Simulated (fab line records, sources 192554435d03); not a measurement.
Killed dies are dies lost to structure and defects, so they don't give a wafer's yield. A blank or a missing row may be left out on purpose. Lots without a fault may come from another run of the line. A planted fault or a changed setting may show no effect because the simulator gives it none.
Split-lot experiment | flow n5_finfet | 7 lots, 21 wafers read, on a route of 1938 steps

THE SPLIT
At N5_BEOL_M13_EXPOSE_07 (exposes mask V12), the setting dose_mj was moved away from the recipe's 24.8 on 10 of the 21 wafers read, by -7.5% to +3.3%. The other wafers ran this setting at the recipe's value.

FROM THE SPLIT TO THE READING: what the file shows between them, 11 steps
- N5_BEOL_M13_PEB_08: peb time 90 s
- N5_BEOL_M13_DEVELOP_09: develop time 45 s
- N5_BEOL_M13_HARDBAKE_14: time 120 s
- N5_BEOL_M13_CD_MEAS_10: target cd 190 nm
- N5_BEOL_M13_DESCUM_15: chemistry O2, time 7.9 s
- N5_BEOL_M13_ETCH_59: etches BARC in N2/H2, target depth 89 nm, overetch 26.7 nm, time 67.9 s
- N5_BEOL_M13_VIA_ETCH_16: etches SiOC in C4F8/O2/Ar, target depth 921.7 nm
- N5_BEOL_M13_STRIP_63: strips in N2/H2
- N5_BEOL_M13_STRIP_64: strips in N2/H2
- N5_BEOL_M13_STRIP_71: strips in post etch residue remover, time 60 s
- N5_BEOL_M13_SRD_72: time 30 s, dry time 30 s

THE READING
cd_nm, in nm, at N5_BEOL_M13_CD_MEAS_17 (target cd 190 nm). Fault-free wafers of this fab line usually give 190.0 nm, standard deviation 2 nm.

wafer  | tool, chamber at the split | dose_mj as run | against the recipe | cd_nm, nm | against lot-mates on the recipe
L074.1 | krf_scanner-01, 0          | 24.8           | recipe             | 189.1     | -
L074.5 | krf_scanner-01, 0          | 23.97          | -3.3%              | 186.6     | -2.5
L074.6 | krf_scanner-01, 0          | 23.97          | -3.3%              | 183.3     | -5.8
L083.3 | krf_scanner-02, 0          | 24.8           | recipe             | 188.1     | -
L083.4 | krf_scanner-02, 0          | 24.8           | recipe             | 186.3     | -
L083.5 | krf_scanner-02, 0          | 24.8           | recipe             | 189.3     | -
L090.2 | krf_scanner-01, 0          | 24.8           | recipe             | 191.6     | -
L090.3 | krf_scanner-01, 0          | 22.95          | -7.5%              | 182.0     | -10.0
L090.6 | krf_scanner-01, 0          | 24.8           | recipe             | 192.4     | -
L095.1 | krf_scanner-02, 0          | 24.8           | recipe             | 190.3     | -
L095.3 | krf_scanner-02, 0          | 23.67          | -4.6%              | 187.8     | -2.5
L095.5 | krf_scanner-02, 0          | 23.67          | -4.6%              | 185.2     | -5.1
L094.1 | krf_scanner-02, 0          | 25.56          | +3.1%              | 194.5     | +2.4
L094.3 | krf_scanner-02, 0          | 24.8           | recipe             | 192.1     | -
L094.4 | krf_scanner-02, 0          | 25.56          | +3.1%              | 193.2     | +1.1
L097.1 | krf_scanner-02, 0          | 24.8           | recipe             | 190.3     | -
L097.3 | krf_scanner-02, 0          | 25.62          | +3.3%              | 191.8     | +1.5
L097.5 | krf_scanner-02, 0          | 25.62          | +3.3%              | 194.7     | +4.4
L096.1 | krf_scanner-01, 0          | 24.8           | recipe             | 189.9     | -
L096.2 | krf_scanner-01, 0          | 24.8           | recipe             | 191.3     | -
L096.6 | krf_scanner-01, 0          | 23.88          | -3.7%              | 185.2     | -5.4

THE FIT
A straight line over all 21 wafers: cd_nm changes by +1.08 nm for each +1% of dose_mj; r = +0.88; the points scatter about the line by 1.7 nm.
The same after taking each lot's own level away (the mean of its wafers on the recipe; 21 wafers): +1.05 nm for each +1%; r = +0.92; scatter 1.3 nm.
On that fit, the largest move of dose_mj shifts the reading by 7.8 nm.
The lots' own levels span 187.90 to 192.10 nm, that is 2.1 times the standard deviation above.
So the lot-to-lot level changes the slope little: the two slopes agree.
Check: with one of the wafers moved furthest among these (-7.5%) left out of the fit, the line predicts -7.26 nm for it against its lot-mates. It came out at -10 nm against them.

OTHER SPLITS ON THESE WAFERS
These wafers also went through other splits before the reading. Each is held against what the fit with the lots' levels taken away leaves over:
other split on the same wafers      | wafers away from the commonest value | r with cd_nm (lot level and that fit taken away)
N5_BEOL_M9_DESCUM_16 time_s         | 5                                    | +0.13
N5_BEOL_M11_PECVD_70 temp_c         | 8                                    | +0.08
N5_BEOL_M11_TRENCH_ETCH_37 source_w | 3                                    | +0.19
N5_BEOL_M13_COAT_04 spin_rpm        | 8                                    | +0.11

THE WHOLE CHAIN: every reading that the file lists as answering this split, in the file's order
step                   | what it does     | reading | change (the file's fit)              | r (the file's)
N5_BEOL_M13_CD_MEAS_10 | target cd 190 nm | cd_nm   | +1.06 nm for each +1% of the setting | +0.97
N5_BEOL_M13_CD_MEAS_17 | target cd 190 nm | cd_nm   | +1.16 nm for each +1% of the setting | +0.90

THE FILE'S OWN FIT
cd_nm changes by +1.16 nm for each +1% of dose_mj, r = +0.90.
